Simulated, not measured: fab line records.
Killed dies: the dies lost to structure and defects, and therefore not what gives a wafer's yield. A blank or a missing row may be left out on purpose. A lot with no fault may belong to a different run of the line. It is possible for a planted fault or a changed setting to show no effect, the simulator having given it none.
Matching of chambers | flow nand-harc | NHARC_A_CONTACT_DEP_85 on pecvd-03 has 3 sister chambers
The step deposits SiON, target thk 50 nm. 18 wafers are shown with their chamber, then 9 later ones without.

== WAFERS PAIRED WITH THEIR CHAMBERS ==
wafer  | chamber | heater-power-w (W)
L074.2 | 2       | 603
L074.4 | 0       | 702
L074.5 | 2       | 617
L074.1 | 0       | 686
L074.3 | 1       | 688
L074.6 | 1       | 707
L075.3 | 1       | 695
L075.5 | 2       | 686
L075.6 | 0       | 803
L076.2 | 2       | 578
L076.4 | 2       | 594
L076.5 | 0       | 790
L087.3 | 1       | 650
L087.4 | 0       | 824
L087.5 | 1       | 665
L091.3 | 0       | 824
L091.4 | 1       | 587
L091.5 | 2       | 567

SIGNATURES, as means of the wafers listed above
reading        | chamber 0 | chamber 1 | chamber 2 | scatter within a chamber
heater-power-w | 771.50    | 665.33    | 607.50    | 50
Rule: a wafer's distance from a chamber is the root of the sum, over the readings, of the square of ((its reading less the chamber's mean) divided by the reading's scatter). If the next closest chamber is less than 2 further off than the closest, the wafer can't be placed; otherwise it belongs to the closest. How the scatter is found: for the shown wafers, subtract from each reading the mean of its chamber, square and add these, divide the total by (wafers less chambers), then take the root.

== WAFERS WITH NO CHAMBER GIVEN ==
wafer  | heater-power-w (W)
L093.1 | 606
L093.2 | 646
L093.5 | 804
L093.3 | 811
L093.4 | 610
L093.6 | 648
L097.1 | 796
L097.5 | 650
L097.6 | 609

== THE CHAMBER EACH PASSED THROUGH ==
wafer  | from the rows above     | in truth
L093.1 | can't be placed: 2 or 1 | 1
L093.2 | can't be placed: 1 or 2 | 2
L093.5 | 0                       | 0
L093.3 | 0                       | 0
L093.4 | can't be placed: 2 or 1 | 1
L093.6 | can't be placed: 1 or 2 | 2
L097.1 | 0                       | 0
L097.5 | can't be placed: 1 or 2 | 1
L097.6 | can't be placed: 2 or 1 | 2
Correctly placed: 3 of 9. These rows do not allow placing 6 (true chamber among the candidates in 6). Placed wrongly: 0.
